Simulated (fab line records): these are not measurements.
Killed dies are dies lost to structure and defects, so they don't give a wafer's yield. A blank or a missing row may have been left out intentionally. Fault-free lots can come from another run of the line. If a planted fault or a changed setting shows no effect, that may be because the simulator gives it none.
fab line records	flow nandHarc
record: lots: 7	wafers: 21	lastDay: 24
route steps=1159 shown A_CONTACT@943
lots that met no fault: from a run of the same line without faults
startH: the number of hours between the record's first day and the start of the first shown wafer of the lot	waitH: time in hours since the lot's previous step	" as in the row above	L1.1+2: a row that stands for several wafers	- no value, or no start given	* or withheld: withheld	< > ~ a bound
route shown NAME@n: names a module that has steps shown in the file, with the first one's number in the route	usual: the fault-free wafers' mean and standard deviation	same: alike in all rows	chamber/n: place in a boat	sites: per-site readings	_std_site: their standard deviation	_edge_site: inner sites' mean taken away from outer sites' mean	radiusMm: for every site, how far away it sits from the centre of the wafer	mask NAME#n: copy n	behind: the most recent tool/chamber to have shaped the wafer	hold: reason for holding the lot/hours on hold/outcome of the hold	device: the n, p or np transistor that did not switch	end of line: the tests these same wafers got at the end of their route	a step without rows: its recipe alone	killed: not the wafer's yield, but the dies lost to structure and defects at the first sort	map: the dies of a wafer, with x for killed, . for not killed, _ for no die there
set.NAME: the run value of the setting; set.NAME@STEP: its run value at that earlier step	model.NAME: the simulator's own value behind a step, which no gauge read
a table for each step, a row for each wafer; lots at some steps of the route
services: the hour from which a tool's chamber was out of use, counted from the record's first day as startH (under 0 if before that day), plus the number of hours and why
== steps ==
step: NHARC_A_CONTACT_ETCH_134
recipe: sourceW: withheld	pressureMtorr: 20	biasV: withheld	timeS: 140	targetDepthA: 7000	arFlowSccm: withheld	c4f8FlowSccm: withheld	o2FlowSccm: withheld	chemistry: C4F8/O2/Ar
step: NHARC_A_CONTACT_ETCH_135
recipe: sourceW: withheld	pressureMtorr: 20	biasV: 3000	timeS: 132	targetDepthA: 12870	arFlowSccm: withheld	c4f8FlowSccm: withheld	o2FlowSccm: withheld	chemistry: C4F8/O2/Ar
step: NHARC_A_CONTACT_ETCH_136
recipe: sourceW: withheld	pressureMtorr: 20	biasV: 3000	timeS: 132	targetDepthA: 12870	arFlowSccm: withheld	c4f8FlowSccm: withheld	o2FlowSccm: withheld	chemistry: C4F8/O2/Ar
step: NHARC_A_CONTACT_ETCH_137
recipe: sourceW: withheld	pressureMtorr: 20	biasV: 3000	timeS: 132	targetDepthA: 12870	arFlowSccm: withheld	c4f8FlowSccm: withheld	o2FlowSccm: withheld	chemistry: C4F8/O2/Ar
usual: runLengthS: 132/0
lot.wafer	tool	chamber	startH	waitH	rfHoursCounterH	runLengthS
L279.2	harCapEtch-01	0	397.56	0.1	63	132
L279.4	"	0	"	"	-	132
L279.6	"	0	"	"	-	132
L283.1	harCapEtch-03	0	400.79	0.1	89	132
L283.2	"	1	"	"	89	132
L283.3	"	1	"	"	-	132
L291.2	harCapEtch-02	0	490.68	0.1	30	132
L291.3	"	0	"	"	-	132
L291.5	"	0	"	"	-	132
L290.1	harCapEtch-03	0	495.46	0.1	103	132
L290.3	"	0	"	"	-	132
L290.5	"	0	"	"	-	132
L294.3	harCapEtch-02	0	499.05	0.1	-	132
L294.5	"	1	"	"	-	132
L294.6	"	0	"	"	-	132
L302.1	harCapEtch-02	1	517.74	0.1	36	132
L302.2	"	0	"	"	36	132
L302.5	"	1	"	"	-	132
L301.1	harCapEtch-01	1	521.40	0.1	84	132
L301.4	"	1	"	"	-	132
L301.3	"	0	"	"	-	132
step: NHARC_A_CONTACT_ETCH_138
recipe: sourceW: withheld	pressureMtorr: 20	biasV: 3000	timeS: 132	targetDepthA: 12890	arFlowSccm: withheld	c4f8FlowSccm: withheld	o2FlowSccm: withheld	chemistry: C4F8/O2/Ar
usual: runLengthS: 132/0
lot.wafer	tool	chamber	startH	waitH	rfHoursCounterH	runLengthS
L279.2	harCapEtch-01	0	397.68	0.1	63	132
L279.4	"	0	"	"	-	132
L279.6	"	0	"	"	-	132
L283.1	harCapEtch-03	0	400.91	0.1	89	132
L283.2	"	1	"	"	89	132
L283.3	"	1	"	"	-	132
L291.2	harCapEtch-02	0	490.80	0.1	30	132
L291.3	"	0	"	"	-	132
L291.5	"	0	"	"	-	132
L290.1	harCapEtch-03	0	495.58	0.1	103	132
L290.3	"	0	"	"	-	132
L290.5	"	0	"	"	-	132
L294.3	harCapEtch-02	0	499.17	0.1	-	132
L294.5	"	1	"	"	-	132
L294.6	"	0	"	"	-	132
L302.1	harCapEtch-02	1	517.87	0.1	36	132
L302.2	"	0	"	"	36	132
L302.5	"	1	"	"	-	132
L301.1	harCapEtch-01	1	521.52	0.1	84	132
L301.4	"	1	"	"	-	132
L301.3	"	0	"	"	-	132
step: NHARC_A_CONTACT_ETCH_139
recipe: sourceW: withheld	pressureMtorr: 20	biasV: 400	timeS: 137	targetDepthA: 5900	arFlowSccm: withheld	c4f8FlowSccm: 11.5	o2FlowSccm: 7.2	chemistry: C4F8/O2/Ar
usual: runLengthS: 168.2/0.49
lot.wafer	tool	chamber	startH	waitH	rfHoursCounterH	runLengthS
L279.2	harCapEtch-01	0	397.80	0.1	63	168.2
L279.4	"	0	"	"	-	167.8
L279.6	"	0	"	"	-	167.8
L283.1	harCapEtch-03	0	401.03	0.1	89	168.0
L283.2	"	1	"	"	89	168.9
L283.3	"	1	"	"	-	168.5
L291.2	harCapEtch-02	0	490.94	0.1	30	168.3
L291.3	"	0	"	"	-	168.6
L291.5	"	0	"	"	-	168.7
L290.1	harCapEtch-03	0	495.72	0.1	103	167.7
L290.3	"	0	"	"	-	168.1
L290.5	"	0	"	"	-	167.9
L294.3	harCapEtch-02	0	499.35	0.2	-	168.2
L294.5	"	1	"	"	-	167.7
L294.6	"	0	"	"	-	168.2
L302.1	harCapEtch-02	1	517.99	0.1	36	167.8
L302.2	"	0	"	"	36	168.4
L302.5	"	1	"	"	-	167.6
L301.1	harCapEtch-01	1	521.64	0.1	84	168.8
L301.4	"	1	"	"	-	169.1
L301.3	"	0	"	"	-	168.1
step: NHARC_A_CONTACT_ETCH_92
recipe: targetDepthA: 400	overEtchFrac: 0.5	timeS: 85.7	ionEnergyEv: 120	ch3fFlowSccm: 50	o2FlowSccm: 30	arFlowSccm: 200	rfW: 500	biasW: 100	chemistry: CH3F/O2
usual: drypumpMotorCurrentA: 5.7/0.57	oesProductAu: 0.94/0.031	rfVppV: 243.9/1.7	runLengthS: 107.0/0.44	showerheadPlenumPTorr: 2.43/0.11	throttleValvePct: 20.663/0.0094
lot.wafer	tool	chamber	startH	waitH	drypumpMotorCurrentA	oesProductAu	rfHoursCounterH	rfVppV	runLengthS	showerheadPlenumPTorr	throttleValvePct
L279.2	rieDiel-13	1	398.33	0.5	6.4	0.93	42	244.3	107.2	2.27	20.660
L279.4	"	3	"	"	5.3	0.92	42	241.5	107.1	2.27	20.665
L279.6	"	1	"	"	6.4	0.94	-	242.8	107.3	2.27	20.667
L283.3	rieDiel-05	1	401.46	0.3	6.1	0.92	10	244.5	107.0	2.36	20.672
L283.2	"	2	"	"	4.8	0.94	9	243.2	107.1	2.45	20.664
L283.1	"	3	"	"	5.0	0.93	9	244.1	107.4	2.43	20.660
L291.3	rieDiel-05	2	491.30	0.3	4.8	0.93	23	244.4	106.8	2.44	20.652
L291.2	"	1	"	"	6.0	0.93	23	242.3	107.1	2.35	20.679
L291.5	"	3	"	"	5.0	0.92	-	244.9	107.4	2.43	20.652
L290.1	rieDiel-05	0	496.25	0.5	5.8	0.92	22	243.9	106.4	2.39	20.664
L290.3	"	2	"	"	4.7	0.93	25	244.4	106.7	2.44	20.668
L290.5	"	0	"	"	5.8	0.93	-	242.7	106.4	2.39	20.648
L294.3	rieDiel-05	0	499.85	0.5	5.8	0.92	24	243.7	106.6	2.39	20.660
L294.5	"	1	"	"	6.1	0.93	-	244.1	106.9	2.35	20.669
L294.6	"	2	"	"	4.7	0.93	-	243.2	106.7	2.44	20.661
L302.2	rieDiel-01	2	518.40	0.3	6.3	1.00	5	243.0	106.9	2.38	20.658
L302.1	"	3	"	"	5.6	1.00	4	244.6	106.7	2.44	20.673
L302.5	"	1	"	"	5.1	1.00	-	246.7	107.4	2.55	20.655
L301.3	rieDiel-13	1	522.04	0.3	6.5	0.93	22	248.5	107.7	2.65	20.648
L301.1	"	2	"	"	6.3	0.93	22	242.3	107.9	2.37	20.677
L301.4	"	3	"	"	5.4	0.93	22	247.7	107.1	2.65	20.642
step: NHARC_A_CONTACT_ETCH_98
recipe: targetDepthA: 200	overEtchFrac: 0.5	timeS: 10	ionEnergyEv: 250	c4f6FlowSccm: 25	o2FlowSccm: 20	arFlowSccm: 500	rfW: 600	biasW: 500	chemistry: C4F6/O2
step: NHARC_A_CONTACT_CD_MEAS_15
usual: cdNm: 90.1/0.52
lot.wafer	tool	chamber	startH	waitH	cdNm
L279.2	cdSem-01	-	400.00	-	90.4
L279.4	"	-	"	"	90.5
L279.6	"	-	"	"	90.3
L283.1	cdSem-02	-	401.69	-	90.2
L283.2	"	-	"	"	90.0
L283.3	"	-	"	"	89.9
L291.2	cdSem-03	-	491.52	-	89.9
L291.3	"	-	"	"	89.9
L291.5	"	-	"	"	90.0
L290.1	cdSem-01	-	496.95	-	89.4
L290.3	"	-	"	"	90.5
L290.5	"	-	"	"	90.1
L294.3	cdSem-01	-	500.22	-	89.2
L294.5	"	-	"	"	89.5
L294.6	"	-	"	"	88.8
L302.1	cdSem-01	-	518.61	-	90.2
L302.2	"	-	"	"	90.2
L302.5	"	-	"	"	90.2
L301.1	cdSem-03	-	522.26	-	90.6
L301.3	"	-	"	"	90.2
L301.4	"	-	"	"	90.1
step: NHARC_A_CONTACT_STRIP_107
recipe: n2FlowSccm: 150	h2FlowSccm: 150	arFlowSccm: 0	biasW: 0	chemistry: N2/H2
step: NHARC_A_CONTACT_STRIP_108
recipe: cf4FlowSccm: 100	chf3FlowSccm: 30	arFlowSccm: 0	biasW: 0	chemistry: CF4/CHF3
step: NHARC_A_CONTACT_STRIP_109
recipe: o2FlowSccm: 400	cosFlowSccm: 20	arFlowSccm: 0	biasW: 0	chemistry: O2/COS
step: NHARC_A_CONTACT_ETCH_110
recipe: targetDepthA: 500	overetchA: 50	timeS: 27.5	ionEnergyEv: 100	cf4FlowSccm: 80	o2FlowSccm: 20	arFlowSccm: 0	rfW: 300	biasW: 100	chemistry: CF4/O2
usual: drypumpMotorCurrentA: 5.6/0.57	oes_ar_750_au: 1.000/0.0048	oesProductAu: 0.999/0.0082	rfVppV: 197.4/1.4	runLengthS: 48.8/0.41	showerheadPlenumPTorr: 1.32/0.053	throttleValvePct: 13.397/0.0082
lot.wafer	tool	chamber	startH	waitH	drypumpMotorCurrentA	oes_ar_750_au	oesProductAu	rfHoursCounterH	rfVppV	runLengthS	showerheadPlenumPTorr	throttleValvePct
L279.4	rieDiel-13	1	400.44	0.1	6.4	1.002	0.992	44	194.7	48.9	1.23	13.412
L279.2	"	3	"	"	5.4	1.000	0.993	44	194.9	48.6	1.23	13.417
L279.6	"	2	"	"	6.3	1.002	1.004	-	198.7	49.2	1.29	13.390
L283.1	rieDiel-05	2	401.98	0.1	4.8	1.003	1.001	9	197.7	48.6	1.33	13.384
L283.2	"	3	"	"	5.0	0.989	0.994	9	198.2	49.3	1.32	13.391
L283.3	"	1	"	"	6.1	1.002	0.982	10	196.2	49.0	1.28	13.400
L291.2	rieDiel-05	3	491.82	0.1	5.0	1.000	0.999	23	198.8	46.3	1.32	13.403
L291.3	"	1	"	"	6.1	0.999	1.009	23	194.8	46.3	1.28	13.396
L291.5	"	2	"	"	4.7	0.995	1.010	-	197.7	46.0	1.33	13.391
L290.1	rieDiel-05	1	497.94	0.1	6.1	1.002	1.010	26	197.0	46.6	1.28	13.393
L290.3	"	3	"	"	5.1	1.000	1.005	25	199.0	46.6	1.32	13.386
L290.5	"	0	"	"	5.8	1.001	0.984	-	196.8	45.6	1.30	13.383
L294.3	rieDiel-05	2	500.66	0.1	4.7	1.003	1.002	27	196.6	46.0	1.32	13.400
L294.5	"	2	"	"	4.8	1.001	1.016	-	198.8	45.9	1.32	13.396
L294.6	"	3	"	"	5.0	1.004	0.993	-	198.7	46.4	1.32	13.390
L302.1	rieDiel-01	1	518.96	0.1	5.1	0.998	1.007	7	199.1	49.3	1.39	13.407
L302.2	"	2	"	"	6.3	1.002	1.002	6	196.6	48.4	1.29	13.405
L302.5	"	2	"	"	6.2	1.001	1.007	-	196.7	48.9	1.29	13.402
L301.1	rieDiel-13	3	522.55	0.1	5.4	1.006	1.009	22	198.9	48.9	1.44	13.399
L301.3	"	0	"	"	5.4	1.003	1.005	22	196.0	48.7	1.27	13.386
L301.4	"	2	"	"	6.3	1.003	0.999	22	198.2	49.5	1.29	13.417
step: NHARC_A_CONTACT_STRIP_26
recipe: o2FlowSccm: 500	arFlowSccm: 0	biasW: 0	chemistry: O2
usual: drypumpMotorCurrentA: 5.6/0.58	oesProductAu: 1.000/0.0073	rfVppV: 57.7/0.94	showerheadPlenumPTorr: 3.48/0.13	throttleValvePct: 17.037/0.0083
lot.wafer	tool	chamber	startH	waitH	drypumpMotorCurrentA	oesProductAu	rfHoursCounterH	rfVppV	showerheadPlenumPTorr	throttleValvePct
L279.2	rieDiel-13	2	-	-	6.3	1.012	43	56.7	3.43	17.031
L279.4	"	0	"	"	5.4	0.999	44	59.7	3.39	17.054
L279.6	"	1	"	"	6.4	0.995	-	56.0	3.27	17.043
L283.3	rieDiel-05	0	-	-	5.8	0.989	8	57.4	3.44	17.037
L283.1	"	1	"	"	6.1	0.993	10	57.5	3.39	17.041
L283.2	"	3	"	"	5.0	0.989	9	56.5	3.49	17.026
L291.3	rieDiel-05	3	-	-	5.0	0.995	23	57.0	3.48	17.031
L291.2	"	2	"	"	4.8	1.011	23	57.6	3.50	17.041
L291.5	"	0	"	"	5.8	1.002	-	57.3	3.43	17.047
L290.1	rieDiel-05	2	-	-	4.8	1.009	26	58.0	3.50	17.040
L290.3	"	3	"	"	5.0	0.991	25	59.2	3.48	17.024
L290.5	"	3	"	"	5.0	1.008	-	56.0	3.48	17.048
L294.3	rieDiel-05	3	-	-	5.0	0.998	26	56.9	3.48	17.045
L294.5	"	0	"	"	5.8	0.985	-	56.5	3.43	17.042
L294.6	"	1	"	"	6.1	1.012	-	56.4	3.38	17.045
L302.1	rieDiel-01	2	-	-	6.3	1.003	6	57.9	3.42	17.052
L302.2	"	0	"	"	6.2	1.004	5	58.4	3.58	17.027
L302.5	"	1	"	"	5.1	1.005	-	58.9	3.66	17.043
L301.1	rieDiel-13	3	-	-	5.3	1.002	22	59.0	3.80	17.030
L301.3	"	0	"	"	5.4	1.010	22	57.3	3.37	17.026
L301.4	"	1	"	"	6.5	1.004	22	59.0	3.80	17.043
== services ==
tool	chamber	startH	hours	kind
rieDiel-05	0	374.12	-	clean
rieDiel-05	1	374.12	-	clean
rieDiel-05	2	374.12	-	clean
rieDiel-05	3	374.12	-	clean
rieDiel-05	0	398.83	-	clean
rieDiel-05	1	398.83	-	clean
rieDiel-05	2	398.83	-	clean
rieDiel-05	3	398.83	-	clean
rieDiel-05	0	423.36	-	clean
rieDiel-05	1	423.36	-	clean
rieDiel-05	2	423.36	-	clean
rieDiel-05	3	423.36	-	clean
rieDiel-05	0	447.86	-	clean
rieDiel-05	1	447.86	-	clean
rieDiel-05	2	447.86	-	clean
rieDiel-05	3	447.86	-	clean
rieDiel-13	-	453.21	9.0	pm
rieDiel-05	-	458.16	1.0	repair
rieDiel-05	0	472.36	-	clean
rieDiel-05	1	472.36	-	clean
rieDiel-05	2	472.36	-	clean
rieDiel-01	-	491.90	9.0	pm
rieDiel-05	3	501.35	4.8	repair
rieDiel-05	-	517.62	9.0	pm
== key ==
firstSign: step: NHARC_A_CONTACT_ETCH_110	reading: runLengthS	direction: down	sigmas: 6.2	usual: *	struck: *
effect none on later readings
metAt NHARC_A_CONTACT_ETCH_110
struckWafers L290.1,L290.3,L290.5,L291.2,L291.3,L291.5,L294.3,L294.5,L294.6
laterRowsLeftOut L290.1,L291.2,L291.3
sortLeftOut L290.1,L290.3,L290.5,L291.2,L291.3,L291.5,L294.3,L294.5,L294.6
testerLeftOut L290,L291,L294
onsetBetween 401.98 491.82
fault: kind: processParameterDrift	tool: rieDiel-05	chamber: -	onsetH: 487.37	steps: NHARC_A_CONTACT_ETCH_110	channel: timeS	offset: *	shape: step	endH: 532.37	actsIn: *	stated: *
testerLeftOut: of these lots the tester's yield and bins aren't shown, on N5 and GAA mostly nor the transistor test; their killed dies are dies lost to structure and defects alone, not to doping, threshold or leakage, so they don't give the yield
sortLeftOut: the simulated sort isn't trusted on such a fault, so these wafers' sort isn't shown, and their yield isn't known
laterRowsLeftOut: the simulator's readings of these wafers behind a module that went badly wrong aren't trusted and aren't shown, but for the sort
